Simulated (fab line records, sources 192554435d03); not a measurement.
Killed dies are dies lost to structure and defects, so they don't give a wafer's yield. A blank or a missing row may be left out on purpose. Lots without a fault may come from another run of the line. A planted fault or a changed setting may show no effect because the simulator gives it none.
Which tool did it? | flow n5_finfet | 23 lots, 69 wafers sampled, at 6 steps of a route of 1938

WHAT THE GAUGES READ, wafer by wafer
The record holds no reading of a measuring or inspecting step that can be judged against a usual standard deviation.

WHICH TOOL RAN EACH LOT (tool, then ch and the chambers of the sampled wafers, then the start)
lot  | N5_BEOL_M0_SAQP_MANDREL2_REMOVE_110 | N5_BEOL_M0_STRIP_140               | N5_BEOL_M0_SPUTTER_116       | N5_BEOL_M0_SPUTTER_134       | N5_BEOL_M0_CO_CAP_123            | N5_BEOL_M1_HM_DEP_02
L074 | rie_si-06 ch 0,3, day 5 15:08       | rie_diel-05 ch 0,1,3, day 5 19:44  | pvd_sputter-03, day 5 22:53  | pvd_sputter-03, day 5 23:08  | cvd_co-02 ch 0,2, day 6 00:08    | pvd_sputter-03, day 6 01:07
L075 | rie_si-03 ch 0,2,3, day 5 20:10     | rie_diel-04 ch 0,2, day 5 23:52    | pvd_sputter-01, day 6 02:03  | pvd_sputter-01, day 6 02:17  | cvd_co-02 ch 0,2, day 6 03:58    | pvd_sputter-03, day 6 04:48
L076 | rie_si-05 ch 1,2,3, day 5 21:56     | rie_diel-05 ch 2,3, day 6 00:43    | pvd_sputter-03, day 6 04:06  | pvd_sputter-03, day 6 04:20  | cvd_co-02 ch 0,2, day 6 05:49    | pvd_sputter-02, day 6 07:52
L077 | rie_si-03 ch 0,2, day 6 08:49       | rie_diel-06 ch 0,2,3, day 6 13:36  | pvd_sputter-03, day 6 21:20  | pvd_sputter-03, day 6 21:35  | cvd_co-02 ch 0,1,2, day 6 22:56  | pvd_sputter-03, day 6 23:22
L078 | rie_si-06 ch 0,1, day 6 09:52       | rie_diel-06 ch 0,2,3, day 6 13:21  | pvd_sputter-03, day 6 20:54  | pvd_sputter-03, day 6 21:08  | cvd_co-02 ch 0,1,2, day 6 22:41  | pvd_sputter-01, day 6 23:06
L079 | rie_si-06 ch 0,2,3, day 7 00:58     | rie_diel-04 ch 0,2,3, day 7 06:31  | pvd_sputter-01, day 7 09:36  | pvd_sputter-01, day 7 09:50  | cvd_co-02 ch 0,1,2, day 7 10:49  | pvd_sputter-03, day 7 11:29
L080 | rie_si-05 ch 0,2,3, day 7 06:33     | rie_diel-06 ch 0,3, day 7 18:41    | pvd_sputter-02, day 7 20:47  | pvd_sputter-02, day 7 21:02  | cvd_co-01 ch 0,2, day 7 22:05    | pvd_sputter-03, day 7 23:56
L081 | rie_si-05 ch 0,2,3, day 7 14:30     | rie_diel-04 ch 0,1,2, day 7 19:08  | pvd_sputter-01, day 7 21:10  | pvd_sputter-01, day 7 21:24  | cvd_co-02 ch 0,2, day 7 22:27    | pvd_sputter-01, day 8 01:32
L082 | rie_si-06 ch 0,1,2, day 7 21:48     | rie_diel-04 ch 1,2,3, day 8 05:17  | pvd_sputter-03, day 8 07:29  | pvd_sputter-03, day 8 07:43  | cvd_co-02 ch 0,1,2, day 8 08:43  | pvd_sputter-02, day 8 09:28
L083 | rie_si-03 ch 0,1,3, day 8 07:10     | rie_diel-04 ch 0,1,2, day 8 12:45  | pvd_sputter-03, day 8 14:42  | pvd_sputter-03, day 8 14:56  | cvd_co-02 ch 1,2, day 8 16:11    | pvd_sputter-02, day 8 17:24
L085 | rie_si-03 ch 0,1,3, day 8 08:24     | rie_diel-05 ch 0,1,2, day 8 12:57  | pvd_sputter-02, day 8 14:46  | pvd_sputter-02, day 8 15:00  | cvd_co-01 ch 0,1,2, day 8 16:20  | pvd_sputter-02, day 8 17:30
L084 | rie_si-05 ch 0,1,3, day 8 13:24     | rie_diel-04 ch 0,1,3, day 8 16:45  | pvd_sputter-03, day 8 18:24  | pvd_sputter-03, day 8 18:38  | cvd_co-02 ch 0,1,2, day 8 19:37  | pvd_sputter-03, day 8 21:22
L088 | rie_si-03 ch 0,3, day 9 05:29       | rie_diel-06 ch 0,1,3, day 9 08:17  | pvd_sputter-03, day 9 11:41  | pvd_sputter-03, day 9 11:55  | cvd_co-01 ch 0,1,2, day 9 12:54  | pvd_sputter-03, day 9 13:58
L087 | rie_si-03 ch 1,2,3, day 9 09:29     | rie_diel-04 ch 2,3, day 9 13:02    | pvd_sputter-02, day 9 17:11  | pvd_sputter-02, day 9 17:26  | cvd_co-02 ch 1,2, day 9 18:25    | pvd_sputter-01, day 9 19:28
L089 | rie_si-06 ch 0,1,3, day 9 18:49     | rie_diel-04 ch 1,2,3, day 9 22:46  | pvd_sputter-02, day 10 02:15 | pvd_sputter-02, day 10 02:29 | cvd_co-01 ch 0,2, day 10 03:28   | pvd_sputter-03, day 10 04:21
L090 | rie_si-06 ch 0,2,3, day 10 01:02    | rie_diel-05 ch 0,1,2, day 10 04:25 | pvd_sputter-03, day 10 08:07 | pvd_sputter-03, day 10 08:22 | cvd_co-01 ch 0,1,2, day 10 09:43 | pvd_sputter-01, day 10 10:08
L091 | rie_si-03 ch 0,3, day 10 08:01      | rie_diel-05 ch 0,1,2, day 10 12:06 | pvd_sputter-01, day 10 14:02 | pvd_sputter-01, day 10 14:16 | cvd_co-01 ch 1,2, day 10 15:26   | pvd_sputter-02, day 10 17:04
L092 | rie_si-03 ch 0,1,3, day 10 18:20    | rie_diel-06 ch 0,1,2, day 10 21:52 | pvd_sputter-02, day 11 00:56 | pvd_sputter-02, day 11 01:11 | cvd_co-01 ch 1,2, day 11 02:23   | pvd_sputter-03, day 11 03:56
L094 | rie_si-03 ch 0,1, day 10 19:49      | rie_diel-05 ch 1,2, day 10 22:39   | pvd_sputter-02, day 11 01:50 | pvd_sputter-02, day 11 02:05 | cvd_co-01 ch 0,1,2, day 11 03:04 | pvd_sputter-02, day 11 04:10
L093 | rie_si-05 ch 1,2, day 10 19:53      | rie_diel-06 ch 0,1, day 11 01:09   | pvd_sputter-01, day 11 03:22 | pvd_sputter-01, day 11 03:36 | cvd_co-02 ch 0,1,2, day 11 04:35 | pvd_sputter-01, day 11 09:00
L095 | rie_si-05 ch 1,2,3, day 11 02:48    | rie_diel-05 ch 1,2, day 11 08:56   | pvd_sputter-03, day 11 11:58 | pvd_sputter-03, day 11 12:12 | cvd_co-01 ch 1,2, day 11 13:11   | pvd_sputter-01, day 11 13:38
L096 | rie_si-06 ch 1,2,3, day 11 03:56    | rie_diel-05 ch 0,1, day 11 08:53   | pvd_sputter-02, day 11 10:23 | pvd_sputter-02, day 11 10:38 | cvd_co-02 ch 0,1, day 11 12:11   | pvd_sputter-03, day 11 12:50
L097 | rie_si-05 ch 0,3, day 11 14:04      | rie_diel-06 ch 1,2,3, day 11 17:41 | pvd_sputter-03, day 11 20:13 | pvd_sputter-03, day 11 20:28 | cvd_co-02 ch 0,1,2, day 11 21:30 | pvd_sputter-01, day 11 22:56
- N5_BEOL_M0_SAQP_MANDREL2_REMOVE_110: chemistry HBr/Cl2/O2, target a-Si, stops on SiCN, bt time 10 s.
- N5_BEOL_M0_STRIP_140: strips in CF4.
- N5_BEOL_M0_SPUTTER_116: material Cu, target thk 4 nm, time 7.37 s.
- N5_BEOL_M0_SPUTTER_134: material Cu, target thk 4 nm, time 7.37 s.
- N5_BEOL_M0_CO_CAP_123: material Co, precursor CCTBA/H2, target thk 2 nm, time 102.1 s.
- N5_BEOL_M1_HM_DEP_02: deposits TiN, target thk 20 nm.

WHAT THE TOOLS THEMSELVES READ (means of the sampled wafers that have a number; where no wafer has one, the mark that the record gives instead)
N5_BEOL_M0_SAQP_MANDREL2_REMOVE_110.
lot  | tool      | bias_w (W) | drypump_motor_current_A (A) | oes_product_au (a.u.) | throttle_valve_pct (%)
L074 | rie_si-06 | 30.06      | 5.8                         | 1.016                 | 36.4
L075 | rie_si-03 | 29.97      | 5.5                         | 1.007                 | 36.9
L076 | rie_si-05 | 29.90      | 6.1                         | 1.004                 | 37.0
L077 | rie_si-03 | 29.89      | 5.6                         | 1.008                 | 36.8
L078 | rie_si-06 | 30.02      | 6.1                         | 1.004                 | 36.5
L079 | rie_si-06 | 30.00      | 5.7                         | 1.019                 | 36.4
L080 | rie_si-05 | 30.00      | 6.1                         | 1.011                 | 36.5
L081 | rie_si-05 | 30.08      | 6.1                         | 1.004                 | 36.5
L082 | rie_si-06 | 29.96      | 5.9                         | 1.006                 | 36.5
L083 | rie_si-03 | 30.05      | 5.8                         | 0.992                 | 36.8
L085 | rie_si-03 | 29.93      | 5.7                         | 1.004                 | 36.7
L084 | rie_si-05 | 30.07      | 6.2                         | 1.010                 | 36.5
L088 | rie_si-03 | 30.01      | 5.4                         | 0.995                 | 36.9
L087 | rie_si-03 | 29.95      | 5.8                         | 0.994                 | 36.7
L089 | rie_si-06 | 30.07      | 5.9                         | 1.007                 | 36.5
L090 | rie_si-06 | 29.98      | 5.7                         | 1.007                 | 36.4
L091 | rie_si-03 | 29.99      | 5.5                         | 0.991                 | 36.9
L092 | rie_si-03 | 30.06      | 5.7                         | 1.002                 | 36.7
L094 | rie_si-03 | 29.89      | 5.9                         | 1.004                 | 36.7
L093 | rie_si-05 | 30.10      | 6.3                         | 1.010                 | 36.7
L095 | rie_si-05 | 30.01      | 6.1                         | 1.005                 | 36.7
L096 | rie_si-06 | 29.94      | 5.8                         | 1.012                 | 36.5
L097 | rie_si-05 | 29.97      | 6.1                         | 1.024                 | 36.1

N5_BEOL_M0_STRIP_140.
lot  | tool        | drypump_motor_current_A (A) | oes_product_au (a.u.) | rf_vpp_V (V) | showerhead_plenum_p_Torr (Torr) | throttle_valve_pct (%)
L074 | rie_diel-05 | 5.9                         | 0.80                  | 273.3        | 1.87                            | 13.45
L075 | rie_diel-04 | 5.8                         | 0.84                  | 271.7        | 1.83                            | 13.51
L076 | rie_diel-05 | 5.7                         | 0.76                  | 272.2        | 1.83                            | 13.38
L077 | rie_diel-06 | 5.7                         | 0.72                  | 272.1        | 1.82                            | 13.65
L078 | rie_diel-06 | 5.8                         | 0.71                  | 272.6        | 1.82                            | 13.65
L079 | rie_diel-04 | 5.8                         | 0.83                  | 271.9        | 1.81                            | 13.45
L080 | rie_diel-06 | 5.9                         | 0.73                  | 273.0        | 1.83                            | 13.64
L081 | rie_diel-04 | 5.7                         | 0.79                  | 271.1        | 1.82                            | 13.58
L082 | rie_diel-04 | 6.1                         | 0.77                  | 273.5        | 1.85                            | 13.46
L083 | rie_diel-04 | 5.7                         | 0.77                  | 270.3        | 1.82                            | 13.58
L085 | rie_diel-05 | 5.8                         | 0.81                  | 271.9        | 1.84                            | 13.51
L084 | rie_diel-04 | 5.7                         | 0.78                  | 271.4        | 1.80                            | 13.51
L088 | rie_diel-06 | 5.9                         | 0.76                  | 273.5        | 1.85                            | 13.55
L087 | rie_diel-04 | 6.3                         | 0.79                  | 272.6        | 1.85                            | 13.47
L089 | rie_diel-04 | 6.1                         | 0.75                  | 272.6        | 1.84                            | 13.51
L090 | rie_diel-05 | 5.8                         | 0.79                  | 271.9        | 1.84                            | 13.55
L091 | rie_diel-05 | 5.8                         | 0.79                  | 272.8        | 1.84                            | 13.55
L092 | rie_diel-06 | 6.2                         | 0.81                  | 271.6        | 1.83                            | 13.52
L094 | rie_diel-05 | 5.5                         | 0.77                  | 271.6        | 1.79                            | 13.63
L093 | rie_diel-06 | 6.4                         | 0.77                  | 273.8        | 1.87                            | 13.55
L095 | rie_diel-05 | 5.5                         | 0.76                  | 270.6        | 1.79                            | 13.63
L096 | rie_diel-05 | 5.9                         | 0.75                  | 272.9        | 1.86                            | 13.73
L097 | rie_diel-06 | 5.8                         | 0.79                  | 271.3        | 1.83                            | 13.43

N5_BEOL_M0_SPUTTER_116.
lot  | tool           | chamber_pressure_pa (Pa) | susceptor_temp_C (C) | throttle_valve_pct (%)
L074 | pvd_sputter-03 | 0.07                     | -19.99               | 29.5
L075 | pvd_sputter-01 | 0.07                     | -20.06               | 29.9
L076 | pvd_sputter-03 | 0.07                     | -20.06               | 29.4
L077 | pvd_sputter-03 | 0.07                     | -20.08               | 28.9
L078 | pvd_sputter-03 | 0.07                     | -20.04               | 29.7
L079 | pvd_sputter-01 | 0.07                     | -20.02               | 29.8
L080 | pvd_sputter-02 | 0.07                     | -20.05               | 29.6
L081 | pvd_sputter-01 | 0.07                     | -20.00               | 29.3
L082 | pvd_sputter-03 | 0.07                     | -20.06               | 30.5
L083 | pvd_sputter-03 | 0.07                     | -19.96               | 29.6
L085 | pvd_sputter-02 | 0.07                     | -20.05               | 29.6
L084 | pvd_sputter-03 | 0.07                     | -20.06               | 29.5
L088 | pvd_sputter-03 | 0.07                     | -20.02               | 28.8
L087 | pvd_sputter-02 | 0.07                     | -19.93               | 29.6
L089 | pvd_sputter-02 | 0.07                     | -19.93               | 28.9
L090 | pvd_sputter-03 | 0.07                     | -19.97               | 29.5
L091 | pvd_sputter-01 | 0.07                     | -20.02               | 29.5
L092 | pvd_sputter-02 | 0.07                     | -20.03               | 29.2
L094 | pvd_sputter-02 | 0.07                     | -19.94               | 29.0
L093 | pvd_sputter-01 | 0.07                     | -20.03               | 29.6
L095 | pvd_sputter-03 | 0.07                     | -20.08               | 29.6
L096 | pvd_sputter-02 | 0.07                     | -20.05               | 29.6
L097 | pvd_sputter-03 | 0.07                     | -19.86               | 29.3

N5_BEOL_M0_SPUTTER_134.
lot  | tool           | chamber_pressure_pa (Pa) | susceptor_temp_C (C) | throttle_valve_pct (%)
L074 | pvd_sputter-03 | 0.06990                  | -20.06               | 29.7
L075 | pvd_sputter-01 | 0.06992                  | -19.99               | 30.1
L076 | pvd_sputter-03 | 0.06998                  | -20.01               | 29.5
L077 | pvd_sputter-03 | 0.07024                  | -20.07               | 29.1
L078 | pvd_sputter-03 | 0.06991                  | -19.98               | 29.8
L079 | pvd_sputter-01 | 0.07000                  | -20.00               | 30.0
L080 | pvd_sputter-02 | 0.07004                  | -20.02               | 29.5
L081 | pvd_sputter-01 | 0.07001                  | -20.05               | 29.4
L082 | pvd_sputter-03 | 0.07004                  | -20.03               | 30.6
L083 | pvd_sputter-03 | 0.07002                  | -20.13               | 29.6
L085 | pvd_sputter-02 | 0.07004                  | -20.04               | 29.7
L084 | pvd_sputter-03 | 0.06995                  | -20.09               | 29.5
L088 | pvd_sputter-03 | 0.06998                  | -19.97               | 29.0
L087 | pvd_sputter-02 | 0.07001                  | -20.04               | 29.5
L089 | pvd_sputter-02 | 0.06997                  | -19.87               | 29.0
L090 | pvd_sputter-03 | 0.06998                  | -19.92               | 29.4
L091 | pvd_sputter-01 | 0.06998                  | -20.13               | 29.4
L092 | pvd_sputter-02 | 0.07016                  | -20.02               | 29.1
L094 | pvd_sputter-02 | 0.06999                  | -19.98               | 29.0
L093 | pvd_sputter-01 | 0.07004                  | -19.92               | 29.8
L095 | pvd_sputter-03 | 0.07010                  | -20.12               | 29.4
L096 | pvd_sputter-02 | 0.07012                  | -20.04               | 29.7
L097 | pvd_sputter-03 | 0.07012                  | -19.98               | 29.2

N5_BEOL_M0_CO_CAP_123.
lot  | tool      | heater_power_w (W) | susceptor_temp_C (C)
L074 | cvd_co-02 | 229                | 199.92
L075 | cvd_co-02 | 226                | 200.06
L076 | cvd_co-02 | 228                | 199.83
L077 | cvd_co-02 | 236                | 200.01
L078 | cvd_co-02 | 235                | 200.02
L079 | cvd_co-02 | 239                | 199.97
L080 | cvd_co-01 | 220                | 200.24
L081 | cvd_co-02 | 224                | 200.12
L082 | cvd_co-02 | 236                | 200.05
L083 | cvd_co-02 | 245                | 200.04
L085 | cvd_co-01 | 220                | 199.85
L084 | cvd_co-02 | 241                | 199.92
L088 | cvd_co-01 | 215                | 200.04
L087 | cvd_co-02 | 238                | 199.96
L089 | cvd_co-01 | 220                | 199.85
L090 | cvd_co-01 | 221                | 199.93
L091 | cvd_co-01 | 219                | 199.99
L092 | cvd_co-01 | 219                | 199.97
L094 | cvd_co-01 | 219                | 199.91
L093 | cvd_co-02 | 237                | 200.07
L095 | cvd_co-01 | 219                | 199.85
L096 | cvd_co-02 | 245                | 199.96
L097 | cvd_co-02 | 237                | 200.00

N5_BEOL_M1_HM_DEP_02.
lot  | tool           | chamber_pressure_pa (Pa) | susceptor_temp_C (C) | throttle_valve_pct (%)
L074 | pvd_sputter-03 | 0.5017                   | 24.89                | 29.4
L075 | pvd_sputter-03 | 0.4998                   | 24.98                | 30.2
L076 | pvd_sputter-02 | 0.4990                   | 24.92                | 29.8
L077 | pvd_sputter-03 | 0.5004                   | 24.91                | 29.4
L078 | pvd_sputter-01 | 0.4998                   | 25.02                | 30.4
L079 | pvd_sputter-03 | 0.4999                   | 24.92                | 29.7
L080 | pvd_sputter-03 | 0.4996                   | 25.03                | 29.9
L081 | pvd_sputter-01 | 0.5011                   | 24.95                | 30.9
L082 | pvd_sputter-02 | 0.4996                   | 25.01                | 29.9
L083 | pvd_sputter-02 | 0.4999                   | 24.94                | 29.6
L085 | pvd_sputter-02 | 0.4993                   | 25.05                | 29.5
L084 | pvd_sputter-03 | 0.5013                   | 25.08                | 29.8
L088 | pvd_sputter-03 | 0.4999                   | 25.03                | 29.3
L087 | pvd_sputter-01 | 0.5004                   | 25.10                | 28.7
L089 | pvd_sputter-03 | 0.5003                   | 24.95                | 29.8
L090 | pvd_sputter-01 | 0.4999                   | 25.09                | 29.8
L091 | pvd_sputter-02 | 0.4995                   | 25.01                | 29.6
L092 | pvd_sputter-03 | 0.4998                   | 25.05                | 30.5
L094 | pvd_sputter-02 | 0.5005                   | 25.07                | 29.3
L093 | pvd_sputter-01 | 0.4999                   | 25.03                | 30.9
L095 | pvd_sputter-01 | 0.5009                   | 24.96                | 30.1
L096 | pvd_sputter-03 | 0.5001                   | 24.94                | 29.6
L097 | pvd_sputter-01 | 0.4994                   | 24.99                | 29.6

THE ANSWER, worked out from the rows above alone
Rule: what is usual is taken from the lots themselves. Put in order of their means at a reading, lots are off if they are a third of the lots or fewer, leave a main group of 4 or more, and stand apart from it by a gap of 3 or more times the standard deviation of the main group's means; of several such gaps the widest counts. A main group whose means are all the same, to the digits that the tables above print for the reading, isn't used. A lot without any number at a reading at which 4 lots or more have one is off too. The other lots that the step has rows for count as sound. The gauges are gone through in route order, then the tools' own readings, and for those a lot's mean is taken as printed above. The first step at which some lot is off is used, and at that step the reading that is off furthest; a lot without a number counts as furthest.
No lot is off at any reading shown: from this, nothing can be told.

WHAT THE SIMULATOR HAD PUT IN
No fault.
